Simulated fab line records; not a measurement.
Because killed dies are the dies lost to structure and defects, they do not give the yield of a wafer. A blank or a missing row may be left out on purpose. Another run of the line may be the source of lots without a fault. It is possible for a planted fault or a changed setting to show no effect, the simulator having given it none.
fab line records	flow n5Finfet
record lots=24	wafers=72	lastDay=17
route steps=1938 shown BEOL_M5@1171 BEOL_M6@1207
lots untouched by any fault: they come from a run of this same line in which no faults occurred
startH: the number of hours between the record's first day and the start of the first shown wafer of the lot	waitH: hours since the lot's step before	" same as the row above	L1.1+2: one row covering several wafers at once	- either no value or no given start	* or withheld: withheld	< > ~ a bound
route shown NAME@n: NAME is a module with steps in the file, n the number in the route of the first one	usual: average and standard deviation across the fault-free wafers	same: alike in all rows	chamber/n: place in a boat	sites: each site's reading	_std_site: standard deviation across them	_edge_site: inner sites' mean taken away from outer sites' mean	radiusMm: how far each site lies from the wafer's centre	mask NAME#n: copy n	behind: the tool/chamber that last shaped the wafer	hold: the reason the lot was held/the length of the hold in hours/how it ended	device: which transistor (n, p or np) failed to switch	end of line: tests of these same wafers at the route's end	where a step has no rows: the recipe by itself	killed: at the first sort, the dies lost to defects and structure; wafer yield is something else	map: dies across one wafer; x = killed, . = not, _ = none there
set.NAME: the setting as run; set.NAME@STEP: as run at that earlier step	model.NAME: the simulator's own value behind a step, which no gauge read
one table for each step of the route and one row for each wafer, over a sample of lots
services: when a tool's chamber went out of use (startH, in hours from the record's first day, below 0 if earlier), for how many hours, and the reason
## steps
# step N5_BEOL_M5_PRE_CLEAN_45
# recipe gas=H2/He	timeS=30	tempC=250
# usual heaterPowerW=315/15
lot.wafer	tool	chamber	startH	waitH	heaterPowerW
L074.1	pvdSputter-01	-	168.69	0.0	321
L074.5	"	-	"	"	316
L074.6	"	-	"	"	303
L075.1	pvdSputter-03	-	183.35	0.0	309
L075.2	"	-	"	"	312
L075.4	"	-	"	"	345
L076.4	pvdSputter-03	-	185.91	0.0	313
L076.5	"	-	"	"	340
L076.6	"	-	"	"	316
L077.1	pvdSputter-02	-	194.22	0.0	299
L077.2	"	-	"	"	280
L077.6	"	-	"	"	322
L078.1	pvdSputter-01	-	196.17	0.0	331
L078.4	"	-	"	"	304
L078.6	"	-	"	"	319
L079.4	pvdSputter-01	-	203.87	0.0	306
L079.5	"	-	"	"	318
L079.6	"	-	"	"	325
L080.1	pvdSputter-01	-	210.29	0.0	309
L080.3	"	-	"	"	319
L080.4	"	-	"	"	314
L082.2	pvdSputter-03	-	219.78	0.0	350
L082.3	"	-	"	"	303
L082.6	"	-	"	"	340
L081.2	pvdSputter-01	-	221.83	0.0	303
L081.4	"	-	"	"	323
L081.6	"	-	"	"	301
L083.1	pvdSputter-03	-	222.93	0.0	337
L083.2	"	-	"	"	305
L083.6	"	-	"	"	339
L084.1	pvdSputter-03	-	223.43	0.0	305
L084.2	"	-	"	"	307
L084.4	"	-	"	"	338
L085.1	pvdSputter-03	-	239.83	0.0	315
L085.2	"	-	"	"	344
L085.4	"	-	"	"	309
L086.1	pvdSputter-01	-	248.16	0.0	309
L086.3	"	-	"	"	322
L086.4	"	-	"	"	316
L088.1	pvdSputter-02	-	249.90	0.0	334
L088.2	"	-	"	"	279
L088.3	"	-	"	"	323
L087.3	pvdSputter-02	-	250.40	0.0	281
L087.5	"	-	"	"	331
L087.6	"	-	"	"	291
L089.1	pvdSputter-02	-	269.69	0.0	332
L089.4	"	-	"	"	303
L089.6	"	-	"	"	335
L090.1	pvdSputter-03	-	278.31	0.0	310
L090.2	"	-	"	"	311
L090.5	"	-	"	"	313
L091.3	pvdSputter-02	-	278.50	0.0	277
L091.4	"	-	"	"	342
L091.6	"	-	"	"	304
L092.1	pvdSputter-03	-	282.17	0.0	308
L092.3	"	-	"	"	308
L092.6	"	-	"	"	310
L093.1	pvdSputter-03	-	282.25	0.0	303
L093.4	"	-	"	"	310
L093.6	"	-	"	"	303
L094.1	pvdSputter-01	-	293.30	0.0	314
L094.2	"	-	"	"	319
L094.3	"	-	"	"	302
L095.2	pvdSputter-01	-	296.18	0.0	316
L095.3	"	-	"	"	304
L095.6	"	-	"	"	302
L097.3	pvdSputter-03	-	309.12	0.0	312
L097.4	"	-	"	"	313
L097.6	"	-	"	"	339
L096.1	pvdSputter-01	-	309.52	0.0	326
L096.3	"	-	"	"	326
L096.5	"	-	"	"	306
# step N5_BEOL_M5_ANNEAL_49
# recipe tempC=400	timeS=1800	ambient=vacuum
# usual heaterPowerW=783/45
lot.wafer	tool	chamber	startH	waitH	heaterPowerW
L074.1	pvdSputter-02	-	169.69	0.0	747
L074.5	"	-	"	"	733
L074.6	"	-	"	"	828
L075.1	pvdSputter-01	-	185.03	0.0	750
L075.2	"	-	"	"	815
L075.4	"	-	"	"	787
L076.4	pvdSputter-02	-	186.84	0.0	765
L076.5	"	-	"	"	802
L076.6	"	-	"	"	691
L077.1	pvdSputter-03	-	195.27	0.0	760
L077.2	"	-	"	"	768
L077.6	"	-	"	"	759
L078.1	pvdSputter-01	-	197.00	0.0	791
L078.4	"	-	"	"	794
L078.6	"	-	"	"	802
L079.4	pvdSputter-02	-	204.56	0.0	821
L079.5	"	-	"	"	753
L079.6	"	-	"	"	707
L080.1	pvdSputter-02	-	211.13	0.0	812
L080.3	"	-	"	"	754
L080.4	"	-	"	"	825
L082.2	pvdSputter-02	-	220.37	0.0	839
L082.3	"	-	"	"	746
L082.6	"	-	"	"	847
L081.2	pvdSputter-01	-	222.42	0.0	777
L081.4	"	-	"	"	798
L081.6	"	-	"	"	810
L083.1	pvdSputter-03	-	223.78	0.0	772
L083.2	"	-	"	"	766
L083.6	"	-	"	"	775
L084.1	pvdSputter-02	-	225.23	0.0	726
L084.2	"	-	"	"	699
L084.4	"	-	"	"	850
L085.1	pvdSputter-02	-	240.53	0.0	829
L085.2	"	-	"	"	843
L085.4	"	-	"	"	691
L086.1	pvdSputter-03	-	248.98	0.0	772
L086.3	"	-	"	"	766
L086.4	"	-	"	"	785
L088.1	pvdSputter-02	-	250.60	0.0	699
L088.2	"	-	"	"	743
L088.3	"	-	"	"	841
L087.3	pvdSputter-01	-	251.34	0.0	768
L087.5	"	-	"	"	812
L087.6	"	-	"	"	804
L089.1	pvdSputter-02	-	270.48	0.0	814
L089.4	"	-	"	"	827
L089.6	"	-	"	"	841
L090.1	pvdSputter-01	-	278.90	0.0	799
L090.2	"	-	"	"	753
L090.5	"	-	"	"	783
L091.3	pvdSputter-02	-	279.17	0.0	685
L091.4	"	-	"	"	753
L091.6	"	-	"	"	701
L092.1	pvdSputter-03	-	283.07	0.0	869
L092.3	"	-	"	"	796
L092.6	"	-	"	"	782
L093.1	pvdSputter-01	-	283.40	0.0	812
L093.4	"	-	"	"	806
L093.6	"	-	"	"	760
L094.1	pvdSputter-03	-	294.03	0.0	771
L094.2	"	-	"	"	850
L094.3	"	-	"	"	755
L095.2	pvdSputter-01	-	296.89	0.0	810
L095.3	"	-	"	"	804
L095.6	"	-	"	"	746
L097.3	pvdSputter-02	-	310.01	0.0	810
L097.4	"	-	"	"	749
L097.6	"	-	"	"	811
L096.1	pvdSputter-03	-	311.71	0.0	778
L096.3	"	-	"	"	765
L096.5	"	-	"	"	847
# step N5_BEOL_M5_SPUTTER_81
# recipe material=Cu	targetThkA=150	tempC=-20	chamberPressurePa=0.07	powerW=withheld	timeS=27.62
# usual substrateTempC=-20.00/0.099	throttleValvePct=29.5/0.83
lot.wafer	tool	chamber	startH	waitH	substrateTempC	throttleValvePct
L074.1	pvdSputter-02	-	170.70	0.5	-20.05	28.7
L074.5	"	-	"	"	-19.96	29.1
L074.6	"	-	"	"	-19.97	29.8
L075.1	pvdSputter-01	-	186.03	0.5	-20.02	28.1
L075.2	"	-	"	"	-19.85	29.5
L075.4	"	-	"	"	-19.86	31.7
L076.4	pvdSputter-02	-	187.84	0.5	-20.05	29.0
L076.5	"	-	"	"	-20.09	30.1
L076.6	"	-	"	"	-20.14	29.5
L077.1	pvdSputter-03	-	196.28	0.5	-20.07	30.1
L077.2	"	-	"	"	-20.12	29.3
L077.6	"	-	"	"	-20.02	30.3
L078.1	pvdSputter-01	-	198.01	0.5	-20.02	31.6
L078.4	"	-	"	"	-19.93	28.5
L078.6	"	-	"	"	-20.07	31.7
L079.4	pvdSputter-02	-	205.57	0.5	-20.04	29.4
L079.5	"	-	"	"	-19.99	29.1
L079.6	"	-	"	"	-19.88	29.7
L080.1	pvdSputter-02	-	212.14	0.5	-20.10	29.7
L080.3	"	-	"	"	-20.09	28.9
L080.4	"	-	"	"	-19.85	29.2
L082.2	pvdSputter-02	-	221.37	0.5	-20.06	29.3
L082.3	"	-	"	"	-20.14	29.1
L082.6	"	-	"	"	-20.10	29.2
L081.2	pvdSputter-01	-	223.43	0.5	-19.98	28.9
L081.4	"	-	"	"	-20.12	29.4
L081.6	"	-	"	"	-19.99	31.4
L083.1	pvdSputter-03	-	224.79	0.5	-19.95	29.1
L083.2	"	-	"	"	-20.11	30.2
L083.6	"	-	"	"	-20.08	29.1
L084.1	pvdSputter-02	-	226.24	0.5	-19.90	29.0
L084.2	"	-	"	"	-19.90	29.7
L084.4	"	-	"	"	-20.11	29.6
L085.1	pvdSputter-02	-	241.54	0.5	-20.08	30.1
L085.2	"	-	"	"	-20.05	29.4
L085.4	"	-	"	"	-20.11	29.7
L086.1	pvdSputter-03	-	249.99	0.5	-20.03	29.3
L086.3	"	-	"	"	-19.83	30.3
L086.4	"	-	"	"	-19.91	29.3
L088.1	pvdSputter-02	-	251.60	0.5	-19.85	29.7
L088.2	"	-	"	"	-20.04	28.8
L088.3	"	-	"	"	-19.97	29.2
L087.3	pvdSputter-01	-	252.34	0.5	-19.94	28.0
L087.5	"	-	"	"	-20.12	29.3
L087.6	"	-	"	"	-19.99	31.7
L089.1	pvdSputter-02	-	271.49	0.5	-19.94	30.0
L089.4	"	-	"	"	-20.02	29.0
L089.6	"	-	"	"	-20.00	29.6
L090.1	pvdSputter-01	-	279.90	0.5	-19.85	31.1
L090.2	"	-	"	"	-19.95	27.8
L090.5	"	-	"	"	-19.95	28.9
L091.3	pvdSputter-02	-	280.18	0.5	-20.00	29.6
L091.4	"	-	"	"	-20.08	29.1
L091.6	"	-	"	"	-20.02	29.8
L092.1	pvdSputter-03	-	284.08	0.5	-19.92	29.0
L092.3	"	-	"	"	-20.08	30.2
L092.6	"	-	"	"	-20.14	29.4
L093.1	pvdSputter-01	-	284.41	0.5	-20.00	31.8
L093.4	"	-	"	"	-19.96	29.0
L093.6	"	-	"	"	-20.02	28.2
L094.1	pvdSputter-03	-	295.03	0.5	-20.20	30.5
L094.2	"	-	"	"	-20.05	29.1
L094.3	"	-	"	"	-19.94	29.2
L095.2	pvdSputter-01	-	297.90	0.5	-19.93	28.9
L095.3	"	-	"	"	-20.08	31.7
L095.6	"	-	"	"	-19.85	27.9
L097.3	pvdSputter-02	-	311.02	0.5	-20.10	29.7
L097.4	"	-	"	"	-20.01	28.8
L097.6	"	-	"	"	-20.01	29.4
L096.1	pvdSputter-03	-	312.72	0.5	-19.98	30.1
L096.3	"	-	"	"	-19.81	29.2
L096.5	"	-	"	"	-20.12	29.1
# step N5_BEOL_M6_CD_MEAS_11
# recipe targetCdNm=38.5	landingEnergyEv=500	detector=seInlens	polarity=opening
# usual cdNm=38.5/0.38
lot.wafer	tool	chamber	startH	waitH	cdNm
L074.1	cdSem-02	0	178.91	-	38.3
L074.5	"	0	"	"	38.4
L074.6	"	0	"	"	38.0
L075.1	cdSem-02	0	192.01	-	38.2
L075.2	"	0	"	"	38.6
L075.4	"	0	"	"	39.0
L076.4	cdSem-01	0	194.03	-	38.3
L076.5	"	0	"	"	38.2
L076.6	"	0	"	"	37.6
L077.1	cdSem-03	0	202.12	-	38.6
L077.2	"	0	"	"	38.4
L077.6	"	0	"	"	38.5
L078.1	cdSem-02	0	204.71	-	38.4
L078.4	"	0	"	"	38.2
L078.6	"	0	"	"	37.8
L079.4	cdSem-01	0	211.15	-	38.1
L079.5	"	0	"	"	37.7
L079.6	"	0	"	"	38.2
L080.1	cdSem-02	0	219.54	-	38.6
L080.3	"	0	"	"	38.5
L080.4	"	0	"	"	38.6
L082.2	cdSem-01	0	227.75	-	39.2
L082.3	"	0	"	"	38.2
L082.6	"	0	"	"	38.5
L081.2	cdSem-03	0	229.19	-	38.1
L081.4	"	0	"	"	38.9
L081.6	"	0	"	"	38.6
L083.1	cdSem-02	0	230.26	-	38.6
L083.2	"	0	"	"	38.5
L083.6	"	0	"	"	38.9
L084.1	cdSem-03	0	232.26	-	38.3
L084.2	"	0	"	"	39.1
L084.4	"	0	"	"	39.2
L085.1	cdSem-01	0	248.08	-	38.1
L085.2	"	0	"	"	39.1
L085.4	"	0	"	"	38.3
L086.1	cdSem-03	0	255.88	-	39.0
L086.3	"	0	"	"	38.4
L086.4	"	0	"	"	39.2
L088.1	cdSem-02	0	258.78	-	39.0
L088.2	"	0	"	"	39.3
L088.3	"	0	"	"	38.9
L087.3	cdSem-01	0	259.11	-	38.6
L087.5	"	0	"	"	38.4
L087.6	"	0	"	"	38.0
L089.1	cdSem-02	0	278.57	-	38.6
L089.4	"	0	"	"	38.6
L089.6	"	0	"	"	38.8
L090.1	cdSem-02	0	287.93	-	38.5
L090.2	"	0	"	"	38.7
L090.5	"	0	"	"	38.0
L091.3	cdSem-01	0	288.04	-	37.8
L091.4	"	0	"	"	38.2
L091.6	"	0	"	"	38.7
L092.1	cdSem-01	0	291.06	-	37.6
L092.3	"	0	"	"	38.4
L092.6	"	0	"	"	38.2
L093.1	cdSem-02	0	291.22	-	38.8
L093.4	"	0	"	"	38.6
L093.6	"	0	"	"	38.4
L094.1	cdSem-02	0	302.56	-	38.5
L094.2	"	0	"	"	39.0
L094.3	"	0	"	"	38.7
L095.2	cdSem-03	0	305.81	-	38.5
L095.3	"	0	"	"	38.6
L095.6	"	0	"	"	38.3
L097.3	cdSem-01	0	316.96	-	38.5
L097.4	"	0	"	"	38.6
L097.6	"	0	"	"	38.8
L096.1	cdSem-01	0	320.29	-	37.8
L096.3	"	0	"	"	38.3
L096.5	"	0	"	"	37.6
# step N5_BEOL_M6_ETCH_62
# recipe chemistry=N2/H2	target=SOC	targetDepthA=1100	overetchA=220	maskMaterial=SiARC	tempC=40	timeS=165	ionEnergyEv=200	pressureMtorr=30	sourceW=840	biasW=150	n2FlowSccm=200	h2FlowSccm=200
# usual drypumpMotorCurrentA=5.5/0.42	oesProductAu=0.68/0.063	rfVppV=523.8/2.1	showerheadPlenumPTorr=2.53/0.075	tempC=39.99/0.11	throttleValvePct=17.92/0.28
lot.wafer	tool	chamber	startH	waitH	drypumpMotorCurrentA	oesProductAu	rfHoursCounterH	rfVppV	showerheadPlenumPTorr	tempC	throttleValvePct
L074.1	rieDiel-02	2	179.22	0.0	5.0	0.61	179	521.4	2.43	40.24	18.14
L074.5	"	0	"	"	5.6	0.64	-	521.8	2.52	40.17	17.98
L074.6	"	1	"	"	5.4	0.77	-	523.7	2.49	39.96	17.44
L075.1	rieDiel-01	3	192.19	0.0	6.2	0.69	102	527.4	2.67	40.07	18.28
L075.2	"	1	"	"	6.1	0.66	121	521.8	2.45	40.01	18.03
L075.4	"	2	"	"	5.6	0.77	31	527.0	2.70	40.04	17.32
L076.4	rieDiel-02	0	194.49	0.0	5.6	0.62	179	523.5	2.52	39.97	17.99
L076.5	"	0	"	"	5.6	0.64	-	525.1	2.52	39.93	17.99
L076.6	"	3	"	"	4.9	0.62	-	523.7	2.54	39.92	17.92
L077.1	rieDiel-02	1	202.30	0.0	5.4	0.76	23	522.6	2.48	39.97	17.45
L077.2	"	3	"	"	4.9	0.63	168	524.7	2.54	40.01	17.94
L077.6	"	0	"	"	5.6	0.64	-	525.0	2.52	40.22	18.00
L078.1	rieDiel-02	2	204.89	0.0	5.0	0.61	188	519.9	2.42	40.07	18.15
L078.4	"	3	"	"	4.9	0.63	169	525.6	2.54	39.93	17.95
L078.6	"	1	"	"	5.3	0.76	-	521.9	2.48	40.11	17.46
L079.4	rieDiel-01	1	211.84	0.0	6.1	0.64	128	522.4	2.44	39.97	18.03
L079.5	"	3	"	"	6.2	0.68	-	528.5	2.67	40.05	18.28
L079.6	"	2	"	"	5.6	0.75	-	526.7	2.69	39.96	17.34
L080.1	rieDiel-04	0	219.72	0.0	5.5	0.74	47	524.4	2.58	39.92	17.94
L080.3	"	1	"	"	4.8	0.58	245	523.0	2.49	39.89	17.96
L080.4	"	3	"	"	5.4	0.67	102	523.7	2.57	40.20	17.95
L082.2	rieDiel-01	3	227.93	0.0	6.2	0.67	115	528.3	2.67	40.06	18.30
L082.3	"	1	"	"	6.1	0.65	134	520.7	2.44	40.19	18.06
L082.6	"	2	"	"	5.6	0.74	-	527.1	2.69	39.91	17.31
L081.2	rieDiel-04	0	229.37	0.0	5.5	0.74	52	525.5	2.58	40.01	17.95
L081.4	"	3	"	"	5.4	0.67	105	524.7	2.57	40.06	17.98
L081.6	"	2	"	"	5.6	0.74	-	524.1	2.60	40.10	18.19
L083.1	rieDiel-02	0	230.44	0.0	5.6	0.63	192	524.2	2.51	40.03	18.01
L083.2	"	3	"	"	4.9	0.62	177	523.8	2.53	40.03	17.93
L083.6	"	1	"	"	5.4	0.75	-	520.4	2.48	40.11	17.46
L084.1	rieDiel-04	3	232.44	0.0	5.4	0.67	106	524.9	2.56	40.00	17.96
L084.2	"	2	"	"	5.7	0.74	38	524.2	2.60	39.89	18.18
L084.4	"	3	"	"	5.4	0.67	-	523.9	2.56	39.88	17.95
L085.1	rieDiel-04	0	248.69	0.0	5.5	0.73	60	524.3	2.58	39.93	17.96
L085.2	"	3	"	"	5.4	0.67	114	523.9	2.56	40.03	17.99
L085.4	"	2	"	"	5.6	0.73	-	525.2	2.60	40.00	18.20
L086.1	rieDiel-02	3	256.06	0.0	4.9	0.62	186	522.7	2.53	40.00	17.96
L086.3	"	1	"	"	5.4	0.73	40	522.0	2.47	40.00	17.48
L086.4	"	2	"	"	5.0	0.60	204	520.7	2.42	39.90	18.19
L088.1	rieDiel-02	2	258.96	0.0	5.0	0.59	206	519.1	2.42	39.96	18.17
L088.2	"	1	"	"	5.3	0.73	42	521.9	2.47	39.92	17.48
L088.3	"	3	"	"	4.9	0.62	188	523.8	2.53	40.01	17.95
L087.3	rieDiel-02	0	259.29	0.0	5.6	0.62	202	525.1	2.51	39.94	18.02
L087.5	"	0	"	"	5.6	0.62	-	525.2	2.51	40.04	18.02
L087.6	"	3	"	"	4.9	0.61	-	523.9	2.53	39.98	17.95
L089.1	rieDiel-04	0	278.75	0.0	5.5	0.71	72	524.8	2.57	39.99	17.97
L089.4	"	1	"	"	4.8	0.79	8	522.1	2.48	39.88	17.51
L089.6	"	1	"	"	4.7	0.78	-	522.3	2.48	39.99	17.52
L090.1	rieDiel-01	3	288.11	0.0	6.2	0.66	136	525.9	2.66	39.90	18.32
L090.2	"	0	"	"	6.0	0.74	52	524.2	2.58	40.00	17.62
L090.5	"	1	"	"	6.1	0.62	-	520.5	2.43	40.08	18.09
L091.3	rieDiel-02	3	288.22	0.0	4.9	0.61	197	522.6	2.52	39.89	17.96
L091.4	"	2	"	"	5.0	0.59	215	519.8	2.41	39.93	18.20
L091.6	"	0	"	"	5.6	0.61	-	524.1	2.50	39.88	18.04
L092.1	rieDiel-01	3	291.67	0.0	6.2	0.66	137	526.6	2.66	40.10	18.30
L092.3	"	0	"	"	5.9	0.75	54	525.7	2.58	39.74	17.65
L092.6	"	3	"	"	6.2	0.65	-	527.0	2.66	39.97	18.33
L093.1	rieDiel-02	0	291.93	0.0	5.6	0.61	212	522.1	2.50	39.87	18.05
L093.4	"	1	"	"	5.3	0.72	52	522.4	2.47	39.79	17.50
L093.6	"	2	"	"	5.0	0.59	-	518.8	2.41	40.10	18.22
L094.1	rieDiel-04	2	302.74	0.0	5.7	0.71	65	524.5	2.59	40.24	18.24
L094.2	"	3	"	"	5.4	0.64	134	524.0	2.55	40.15	18.01
L094.3	"	0	"	"	5.5	0.70	81	524.2	2.57	39.86	17.99
L095.2	rieDiel-04	0	305.99	0.0	5.5	0.71	81	524.6	2.57	40.07	17.99
L095.3	"	1	"	"	4.8	0.76	17	522.4	2.48	40.11	17.54
L095.6	"	2	"	"	5.6	0.71	-	524.6	2.59	39.85	18.26
L097.3	rieDiel-01	2	317.13	0.0	5.6	0.71	76	527.8	2.68	40.05	17.38
L097.4	"	3	"	"	6.2	0.65	-	526.2	2.65	39.94	18.35
L097.6	"	2	"	"	5.6	0.71	-	528.9	2.68	39.96	17.40
L096.1	rieDiel-04	0	320.47	0.0	5.5	0.69	86	523.9	2.57	39.92	18.01
L096.3	"	2	"	"	5.6	0.70	70	525.5	2.59	39.94	18.27
L096.5	"	0	"	"	5.5	0.70	-	524.0	2.57	40.20	17.99
# step N5_BEOL_M6_HM_OPEN_17
# recipe chemistry=Cl2/BCl3	targetDepthA=200	overetchA=60	target=TiN	maskMaterial=SOC	ionEnergyEv=150	pressureMtorr=10	icpW=1000	biasW=126	Cl2_flow_sccm=53.25	bcl3FlowSccm=21.75	Ar_flow_sccm=25
# usual drypumpMotorCurrentA=6.1/0.48	oesProductAu=0.66/0.06	throttleValvePct=22.16/0.19
lot.wafer	tool	chamber	startH	waitH	drypumpMotorCurrentA	oesProductAu	rfHoursCounterH	throttleValvePct
L074.1	rieMetal-02	0	179.41	0.0	6.6	0.70	35	22.34
L074.5	"	1	"	"	6.5	0.69	-	21.81
L074.6	"	0	"	"	6.6	0.68	-	22.34
L075.1	rieMetal-03	0	192.38	0.0	6.2	0.66	41	22.05
L075.2	"	1	"	"	5.3	0.79	6	22.24
L075.4	"	0	"	"	6.2	0.65	-	22.07
L076.4	rieMetal-01	0	194.70	0.1	6.0	0.55	-	22.32
L076.5	"	1	"	"	5.6	0.69	-	22.12
L076.6	"	0	"	"	6.0	0.56	-	22.32
L077.1	rieMetal-01	1	202.49	0.0	5.6	0.68	31	22.12
L077.2	"	0	"	"	6.1	0.56	97	22.32
L077.6	"	0	"	"	6.1	0.56	-	22.33
L078.1	rieMetal-02	1	205.07	0.0	6.5	0.67	42	21.80
L078.4	"	1	"	"	6.5	0.68	-	21.82
L078.6	"	1	"	"	6.5	0.68	-	21.82
L079.4	rieMetal-01	0	212.06	0.1	6.0	0.55	-	22.31
L079.5	"	1	"	"	5.6	0.68	-	22.13
L079.6	"	0	"	"	6.0	0.56	-	22.32
L080.1	rieMetal-02	1	219.90	0.0	6.5	0.67	44	21.85
L080.3	"	1	"	"	6.5	0.67	-	21.84
L080.4	"	0	"	"	6.6	0.67	-	22.37
L082.2	rieMetal-01	1	228.11	0.0	5.6	0.67	34	22.12
L082.3	"	0	"	"	6.0	0.55	-	22.34
L082.6	"	1	"	"	5.5	0.68	-	22.13
L081.2	rieMetal-01	0	229.56	0.0	6.1	0.55	100	22.32
L081.4	"	1	"	"	5.6	0.67	-	22.14
L081.6	"	0	"	"	6.0	0.55	-	22.35
L083.1	rieMetal-01	0	230.63	0.0	6.1	0.55	101	22.34
L083.2	"	1	"	"	5.6	0.67	34	22.14
L083.6	"	1	"	"	5.6	0.67	-	22.14
L084.1	rieMetal-02	1	232.63	0.0	6.5	0.67	45	21.81
L084.2	"	0	"	"	6.6	0.68	41	22.33
L084.4	"	0	"	"	6.6	0.67	-	22.36
L085.1	rieMetal-02	1	248.88	0.0	6.5	0.67	46	21.84
L085.2	"	0	"	"	6.6	0.68	42	22.34
L085.4	"	1	"	"	6.5	0.67	-	21.82
L086.1	rieMetal-03	1	256.25	0.0	5.3	0.75	11	22.29
L086.3	"	0	"	"	6.2	0.63	-	22.11
L086.4	"	1	"	"	5.3	0.75	-	22.28
L088.1	rieMetal-03	0	259.15	0.0	6.2	0.65	47	22.08
L088.2	"	1	"	"	5.3	0.76	11	22.25
L088.3	"	1	"	"	5.3	0.76	-	22.27
L087.3	rieMetal-02	0	259.50	0.1	6.6	0.67	-	22.35
L087.5	"	0	"	"	6.6	0.67	-	22.34
L087.6	"	1	"	"	6.5	0.67	-	21.84
L089.1	rieMetal-01	0	278.94	0.0	6.1	0.54	105	22.36
L089.4	"	1	"	"	5.6	0.66	-	22.15
L089.6	"	0	"	"	6.1	0.54	-	22.35
L090.1	rieMetal-01	1	288.30	0.0	5.6	0.66	40	22.14
L090.2	"	0	"	"	6.0	0.54	106	22.35
L090.5	"	1	"	"	5.6	0.66	-	22.17
L091.3	rieMetal-03	1	288.43	0.1	5.3	0.75	-	22.24
L091.4	"	0	"	"	6.2	0.63	-	22.10
L091.6	"	1	"	"	5.3	0.74	-	22.26
L092.1	rieMetal-03	0	291.86	0.0	6.2	0.64	51	22.09
L092.3	"	1	"	"	5.3	0.74	-	22.27
L092.6	"	0	"	"	6.2	0.63	-	22.09
L093.1	rieMetal-02	1	292.11	0.0	6.5	0.66	50	21.83
L093.4	"	1	"	"	6.5	0.66	-	21.84
L093.6	"	0	"	"	6.6	0.66	-	22.37
L094.1	rieMetal-03	1	302.93	0.0	5.3	0.75	17	22.26
L094.2	"	0	"	"	6.2	0.64	52	22.11
L094.3	"	0	"	"	6.2	0.63	-	22.09
L095.2	rieMetal-02	0	306.18	0.0	6.6	0.66	46	22.34
L095.3	"	1	"	"	6.5	0.66	-	21.84
L095.6	"	0	"	"	6.6	0.66	-	22.35
L097.3	rieMetal-03	1	317.35	0.1	5.3	0.73	-	22.27
L097.4	"	0	"	"	6.2	0.62	-	22.10
L097.6	"	0	"	"	6.2	0.62	-	22.09
L096.1	rieMetal-02	1	320.66	0.0	6.5	0.66	52	21.85
L096.3	"	1	"	"	6.5	0.65	-	21.85
L096.5	"	1	"	"	6.5	0.65	-	21.86
## services
tool	chamber	startH	hours	kind
rieMetal-01	0	145.57	27.8	repair
rieMetal-01	-	151.98	1.0	repair
rieDiel-02	0	180.49	4.4	repair
rieDiel-02	-	220.78	2.3	repair
rieDiel-04	1	229.53	-	clean
rieDiel-04	1	229.53	-	consumableReplace:focusRing
rieDiel-04	1	229.53	26.2	scheduledDown
rieDiel-04	1	229.53	26.2	ventCycle
rieDiel-01	3	270.15	5.9	repair
rieDiel-01	2	285.76	10.5	repair
rieDiel-01	0	307.46	4.7	repair
rieDiel-01	0	314.89	13.9	repair
rieMetal-03	-	319.20	0.7	repair
## key
fault none
